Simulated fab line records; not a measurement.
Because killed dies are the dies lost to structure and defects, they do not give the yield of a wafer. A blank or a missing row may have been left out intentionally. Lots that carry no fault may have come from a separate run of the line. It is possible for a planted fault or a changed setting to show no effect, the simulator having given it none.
Matching of chambers	flow nandHarc	NHARC_A_STAIRCASE_ETCH_292 on rieDiel-04 has 4 sister chambers
The step etches the open film in CF4/CHF3. 20 wafers are shown with their chamber, then 10 later ones without.

== WAFERS WITH THEIR CHAMBER ==
wafer	chamber	showerheadPlenumPTorr (Torr)	drypumpMotorCurrentA (A)	rfVppV (V)
L074.2	0	1.49	5.2	366.8
L074.3	3	1.57	6.2	370.0
L074.5	0	1.49	5.2	367.9
L075.1	3	1.57	6.3	371.4
L075.2	0	1.49	5.2	367.0
L075.4	1	1.68	5.3	374.8
L078.2	1	1.68	5.4	372.6
L078.3	2	1.58	5.7	369.4
L078.6	3	1.56	6.3	371.7
L080.2	2	1.58	5.7	370.4
L080.3	3	1.56	6.2	370.6
L080.5	3	1.56	6.2	370.1
L081.3	2	1.57	5.7	369.6
L081.5	3	1.56	6.2	371.7
L081.6	2	1.57	5.7	370.7
L084.1	2	1.57	5.7	369.7
L084.2	1	1.68	5.3	373.7
L084.4	3	1.56	6.2	369.8
L088.3	3	1.56	6.3	369.3
L088.5	0	1.48	5.2	367.0

SIGNATURES (means of the wafers above)
reading	chamber 0	chamber 1	chamber 2	chamber 3	scatter within a chamber
showerheadPlenumPTorr	1.4875	1.6800	1.5740	1.5625	0.00464
drypumpMotorCurrentA	5.200	5.333	5.700	6.237	0.0399
rfVppV	367.175	373.700	369.960	370.575	0.806
Rule: distance of a wafer from a chamber = root of the sum over the readings of ((wafer's reading minus chamber's mean) / reading's scatter) squared. If the next closest chamber is less than 2 further off than the closest, the wafer can't be placed; otherwise it belongs to the closest. The scatter: the root of (the sum of the squares of (reading less its chamber's mean) over the shown wafers, divided by (wafers less chambers)).

== WAFERS WHOSE CHAMBER IS MISSING ==
wafer	showerheadPlenumPTorr (Torr)	drypumpMotorCurrentA (A)	rfVppV (V)
L088.6	1.56	6.2	369.4
L092.4	1.57	5.7	369.6
L092.5	1.55	6.2	370.1
L092.6	1.67	5.3	373.6
L094.1	1.57	5.7	370.1
L094.2	1.55	6.2	369.2
L094.3	1.67	5.4	373.7
L096.2	1.48	5.2	368.4
L096.3	1.66	5.4	373.6
L096.6	1.56	5.7	369.0

== CHAMBER TAKEN BY EACH ==
wafer	from the rows above	in truth
L088.6	3	3
L092.4	2	2
L092.5	3	3
L092.6	1	1
L094.1	2	2
L094.2	3	3
L094.3	1	1
L096.2	0	0
L096.3	1	1
L096.6	2	2
Correctly placed: 10 of 10. Can't be placed from these rows: 0. 0 placed wrongly.
